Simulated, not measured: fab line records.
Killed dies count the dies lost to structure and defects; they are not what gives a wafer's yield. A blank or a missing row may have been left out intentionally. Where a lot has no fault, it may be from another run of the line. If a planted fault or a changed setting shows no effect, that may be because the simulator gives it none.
What tool caused it? | flow nand_harc | 11 lots with 33 wafers sampled at 5 steps, on a route of 1159 steps

WHAT THE GAUGES SHOWED, per wafer
NHARC_END_SORT_01. Usual: defect_limited_yield 95.2 %, standard deviation 1.6; killed_at_array 28, standard deviation 11; killed_at_other 0.8, standard deviation 1.3; killed_at_periphery 3.6, standard deviation 2.5; killed_dies 32, standard deviation 11; killed_open 3.0, standard deviation 1.8; killed_short 2.0, standard deviation 1.5; sort_bin_2_pct 1.5 %, standard deviation 0.66; sort_bin_3_pct 0.25 %, standard deviation 0.23; sort_bin_4_pct 3.0 %, standard deviation 1.1; sort_n_pass 645, standard deviation 11; sort_rim_yield_pct 96.0 %, standard deviation 2.9; sort_yield_pct 95.2 %, standard deviation 1.6.
lot  | measured     | on        | defect_limited_yield (%) | killed_at_array | killed_at_other | killed_at_periphery | killed_dies | killed_open | killed_short | sort_bin_2_pct (%) | sort_bin_3_pct (%) | sort_bin_4_pct (%) | sort_n_pass | sort_rim_yield_pct (%) | sort_yield_pct (%) | flag
L668 | day 24 18:07 | prober-01 | 95.1 96.9 95.7           | 31 17 26        | 0 0 0           | 2 4 3               | 33 21 29    | 4 4 8       | 3 2 0        | 1.2 1.5 1.0        | 0.44 0.15 0.59     | 3.2 1.5 2.7        | 644 656 648 | 99.1 98.1 94.3         | 95.1 96.9 95.7     |

EACH LOT AND THE TOOL THAT RAN IT (in order: tool; ch and the chambers of the sampled wafers; start)
lot  | NHARC_P_M1_ETCH_35                 | NHARC_P_M1_STRIP_18                | NHARC_P_M1_PVD_21                       | NHARC_P_M1_ANNEAL_31
L648 | rie_diel-04 ch 0,2,3, day 6 08:43  | rie_diel-04 ch 0,1,2, day 6 09:02  | pvd_sputter-03, day 6 10:23 or earlier  | rtp_anneal-01 ch 0, day 6 10:23
L647 | rie_diel-12 ch 1,3, day 6 09:13    | rie_diel-04 ch 0,1,2, day 6 09:31  | pvd_sputter-02, day 6 10:57 or earlier  | rtp_anneal-01 ch 0, day 6 10:57
L649 | rie_diel-12 ch 2,3, day 6 17:11    | rie_diel-08 ch 1,2,3, day 6 17:28  | pvd_sputter-03, day 6 18:58 or earlier  | rtp_anneal-02 ch 0, day 6 18:58
L650 | rie_diel-12 ch 0,1,2, day 6 18:39  | rie_diel-08 ch 2,3, day 6 18:56    | pvd_sputter-02, day 6 20:24 or earlier  | rtp_anneal-01 ch 0, day 6 20:24
L652 | rie_diel-04 ch 2,3, day 7 11:17    | rie_diel-04 ch 2,3, day 7 11:38    | pvd_sputter-02, day 7 13:03 or earlier  | rtp_anneal-02 ch 0, day 7 13:03
L655 | rie_diel-08 ch 0,1,2, day 7 21:36  | rie_diel-08 ch 1,3, day 7 21:55    | pvd_sputter-02, day 7 23:25 or earlier  | rtp_anneal-01 ch 0, day 7 23:25
L656 | rie_diel-08 ch 0,1,2, day 8 13:26  | rie_diel-08 ch 1,3, day 8 13:44    | pvd_sputter-01, day 8 15:11 or earlier  | rtp_anneal-02 ch 0, day 8 15:11
L658 | rie_diel-08 ch 0,1,2, day 9 02:37  | rie_diel-12 ch 0,1, day 9 02:56    | pvd_sputter-03, day 9 04:22 or earlier  | rtp_anneal-01 ch 0, day 9 04:22
L664 | rie_diel-12 ch 0,1,3, day 10 04:42 | rie_diel-12 ch 1,2,3, day 10 05:01 | pvd_sputter-01, day 10 06:27 or earlier | rtp_anneal-02 ch 0, day 10 06:27
L669 | rie_diel-12 ch 0,1,2, day 11 09:56 | rie_diel-08 ch 0,2,3, day 11 10:16 | pvd_sputter-01, day 11 11:43 or earlier | rtp_anneal-01 ch 0, day 11 11:43
L668 | rie_diel-04 ch 1,2,3, day 11 10:43 | rie_diel-08 ch 0,3, day 11 11:01   | pvd_sputter-02, day 11 12:23 or earlier | rtp_anneal-02 ch 0, day 11 12:23
- NHARC_P_M1_ETCH_35: etches the open film in N2/H2, target depth 40 nm, overetch 12 nm, time 43.94 s.
- NHARC_P_M1_STRIP_18: strips in N2/H2.
- NHARC_P_M1_PVD_21: deposits Cu, target thk 30 nm, time 20.49 s.
- NHARC_P_M1_ANNEAL_31: time 90 s.

WHAT THE TOOLS THEMSELVES READ (means of the sampled wafers that have a number; where no wafer has one, the mark that the record gives instead)
NHARC_P_M1_ETCH_35. Usual: chamber_pressure_mTorr 30.000 mTorr, standard deviation 0.028; drypump_motor_current_A 5.7 A, standard deviation 0.45; oes_product_au 1.000 a.u., standard deviation 0.007; rf_vpp_V 431.0 V, standard deviation 2.2; showerhead_plenum_p_Torr 2.06 Torr, standard deviation 0.082; throttle_valve_pct 14.171 %, standard deviation 0.0089.
lot  | tool        | chamber_pressure_mTorr (mTorr) | drypump_motor_current_A (A) | oes_product_au (a.u.) | rf_vpp_V (V) | showerhead_plenum_p_Torr (Torr) | throttle_valve_pct (%) | flag
L648 | rie_diel-04 | 30.007                         | 5.4                         | 1.002                 | 429.4        | 1.99                            | 14.162                 |
L647 | rie_diel-12 | 29.978                         | 5.8                         | 1.000                 | 429.6        | 1.99                            | 14.180                 |
L649 | rie_diel-12 | 30.014                         | 5.9                         | 1.002                 | 431.6        | 2.07                            | 14.168                 |
L650 | rie_diel-12 | 30.013                         | 5.9                         | 1.002                 | 431.7        | 2.07                            | 14.171                 |
L652 | rie_diel-04 | 30.004                         | 5.8                         | 1.010                 | 427.1        | 1.94                            | 14.168                 |
L655 | rie_diel-08 | 29.999                         | 5.2                         | 0.880                 | 431.8        | 2.10                            | 14.179                 | OFF
L656 | rie_diel-08 | 29.988                         | 5.2                         | 0.943                 | 431.5        | 2.10                            | 14.171                 | OFF
L658 | rie_diel-08 | 29.998                         | 5.2                         | 0.939                 | 431.9        | 2.10                            | 14.164                 | OFF
L664 | rie_diel-12 | 29.989                         | 5.9                         | 1.003                 | 428.8        | 2.01                            | 14.176                 |
L669 | rie_diel-12 | 29.972                         | 5.9                         | 1.005                 | 429.9        | 2.07                            | 14.171                 |
L668 | rie_diel-04 | 29.986                         | 5.9                         | 1.000                 | 428.0        | 1.95                            | 14.170                 |

NHARC_P_M1_STRIP_18. Usual: chamber_pressure_mTorr 30.002 mTorr, standard deviation 0.026; drypump_motor_current_A 5.7 A, standard deviation 0.48; oes_product_au 0.999 a.u., standard deviation 0.0079; rf_vpp_V 90.8 V, standard deviation 1; showerhead_plenum_p_Torr 2.05 Torr, standard deviation 0.083; throttle_valve_pct 14.171 %, standard deviation 0.0088.
lot  | tool        | chamber_pressure_mTorr (mTorr) | drypump_motor_current_A (A) | oes_product_au (a.u.) | rf_vpp_V (V) | showerhead_plenum_p_Torr (Torr) | throttle_valve_pct (%) | flag
L648 | rie_diel-04 | 30.014                         | 5.5                         | 0.999                 | 91.2         | 2.00                            | 14.173                 |
L647 | rie_diel-04 | 29.998                         | 5.5                         | 0.997                 | 90.1         | 2.00                            | 14.174                 |
L649 | rie_diel-08 | 30.025                         | 5.5                         | 0.995                 | 91.6         | 2.08                            | 14.170                 |
L650 | rie_diel-08 | 29.948                         | 5.5                         | 0.997                 | 91.7         | 2.07                            | 14.168                 |
L652 | rie_diel-04 | 30.001                         | 5.4                         | 1.003                 | 89.4         | 1.96                            | 14.173                 |
L655 | rie_diel-08 | 30.006                         | 5.4                         | 1.001                 | 91.0         | 2.09                            | 14.169                 |
L656 | rie_diel-08 | 29.979                         | 5.8                         | 1.000                 | 91.4         | 2.10                            | 14.162                 |
L658 | rie_diel-12 | 30.005                         | 6.0                         | 1.007                 | 90.4         | 2.03                            | 14.174                 |
L664 | rie_diel-12 | 29.981                         | 5.8                         | 1.003                 | 91.9         | 2.06                            | 14.172                 |
L669 | rie_diel-08 | 30.002                         | 5.5                         | 0.998                 | 90.4         | 2.10                            | 14.165                 |
L668 | rie_diel-08 | 29.992                         | 5.5                         | 0.985                 | 91.6         | 2.14                            | 14.175                 |

NHARC_P_M1_PVD_21. Usual: throttle_valve_pct reads 30.0 % (standard deviation 0.78).
lot  | tool           | throttle_valve_pct (%) | flag
L648 | pvd_sputter-03 | 29.9                   |
L647 | pvd_sputter-02 | 30.0                   |
L649 | pvd_sputter-03 | 29.3                   |
L650 | pvd_sputter-02 | 29.2                   |
L652 | pvd_sputter-02 | 29.8                   |
L655 | pvd_sputter-02 | 30.0                   |
L656 | pvd_sputter-01 | 29.7                   |
L658 | pvd_sputter-03 | 30.0                   |
L664 | pvd_sputter-01 | 29.8                   |
L669 | pvd_sputter-01 | 29.9                   |
L668 | pvd_sputter-02 | 31.2                   |

NHARC_P_M1_ANNEAL_31. Usual: wafer_temp_C_max reads 226.3 (standard deviation 0.31).
lot  | tool          | wafer_temp_C_max | flag
L648 | rtp_anneal-01 | 226.3            |
L647 | rtp_anneal-01 | 226.0            |
L649 | rtp_anneal-02 | 226.2            |
L650 | rtp_anneal-01 | 226.6            |
L652 | rtp_anneal-02 | 226.6            |
L655 | rtp_anneal-01 | 226.4            |
L656 | rtp_anneal-02 | 226.4            |
L658 | rtp_anneal-01 | 226.4            |
L664 | rtp_anneal-02 | 226.3            |
L669 | rtp_anneal-01 | 226.1            |
L668 | rtp_anneal-02 | 226.8            |

THE ANSWER, worked out from the rows above alone
Rule: lot off if the mean of its wafers having a number is beyond 3 standard deviations from the usual mean. Also off: a lot with no number at a reading for which 4 or more lots have one. The other lots that the step has rows for count as sound. First the gauges in route order, then the tools' own readings, where a lot's mean is used as printed above. At the first step where some lot is off, the reading lying furthest off is the one used; lots without a number count as furthest.
Off: L655, L656, L658 (NHARC_P_M1_ETCH_35, oes_product_au).
A tool fits if, at that step or a process step before it, it ran every lot that is off, and no sound lot after the first of them. One fits: rie_diel-08 at NHARC_P_M1_ETCH_35. It ran no sound lot before its first lot that is off in this sample, so the start can't be narrowed down.
The tool's own readings at NHARC_P_M1_ETCH_35 bear it out: on the lots that are off they differ by more than 5 times the standard deviation of the sound lots' means. oes_product_au reads 0.921 a.u. there against 1.003 a.u. on the sound lots.

WHAT HAD BEEN PUT IN BY THE SIMULATOR
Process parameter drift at NHARC_P_M1_ETCH_35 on rie_diel-08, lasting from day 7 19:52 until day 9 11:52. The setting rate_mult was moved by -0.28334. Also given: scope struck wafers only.
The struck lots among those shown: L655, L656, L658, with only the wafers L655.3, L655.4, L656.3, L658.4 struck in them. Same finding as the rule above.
